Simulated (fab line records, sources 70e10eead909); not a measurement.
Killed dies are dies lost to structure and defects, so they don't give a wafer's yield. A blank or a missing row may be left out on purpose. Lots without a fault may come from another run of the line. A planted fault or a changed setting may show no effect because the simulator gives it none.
Chamber matching | flow nand_harc | NHARC_A_DECK1_JOINT_CMP_13 on cmp-03: 4 sister chambers
The step polishes, target thk 51.023 nm. 7 wafers are shown with their chamber, then 7 later ones without.

WAFERS WITH THEIR CHAMBER
wafer  | chamber | motor_current_A (A) | time_to_endpoint_s (s)
L258.6 | 0       | 11.4                | 9.9
L261.6 | 1       | 11.0                | 10.8
L264.6 | 2       | 12.3                | 7.7
L265.3 | 2       | 10.7                | 6.7
L265.4 | 3       | 11.3                | 9.5
L269.3 | 3       | 12.1                | 4.5
L269.4 | 1       | 10.8                | 6.0

WAFERS WITHOUT THEIR CHAMBER
wafer  | motor_current_A (A) | time_to_endpoint_s (s)
L269.6 | 10.7                | 5.4
L274.3 | 12.0                | 5.9
L274.4 | 12.0                | 10.4
L274.5 | 11.4                | 8.1
L277.1 | 12.3                | 11.3
L277.4 | 11.7                | 9.8
L277.5 | 11.7                | 8.1

WHICH CHAMBER EACH WENT THROUGH
wafer  | from the rows above               | in truth
L269.6 | can't be placed: 1 or 2 or 3 or 0 | 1
L274.3 | can't be placed: 3 or 2 or 0 or 1 | 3
L274.4 | can't be placed: 0 or 3 or 2 or 1 | 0
L274.5 | can't be placed: 2 or 3 or 0 or 1 | 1
L277.1 | can't be placed: 0 or 3 or 2 or 1 | 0
L277.4 | can't be placed: 0 or 2 or 3 or 1 | 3
L277.5 | can't be placed: 3 or 2 or 0 or 1 | 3
Placed correctly: 0 of 7. Can't be placed from these rows: 7 (the true chamber is among the candidates in 7). Placed wrongly: 0.
How it was worked out, from the rows above alone: a wafer's distance from a chamber is the root of the sum, over the readings, of the square of ((its reading less the chamber's mean) divided by the reading's scatter). The wafer belongs to the nearest chamber; if the next one is less than 2 further off, it can't be placed. A chamber's mean is the mean of its shown wafers. The scatter: the root of (the sum of the squares of (reading less its chamber's mean) over the shown wafers, divided by (wafers less chambers)).
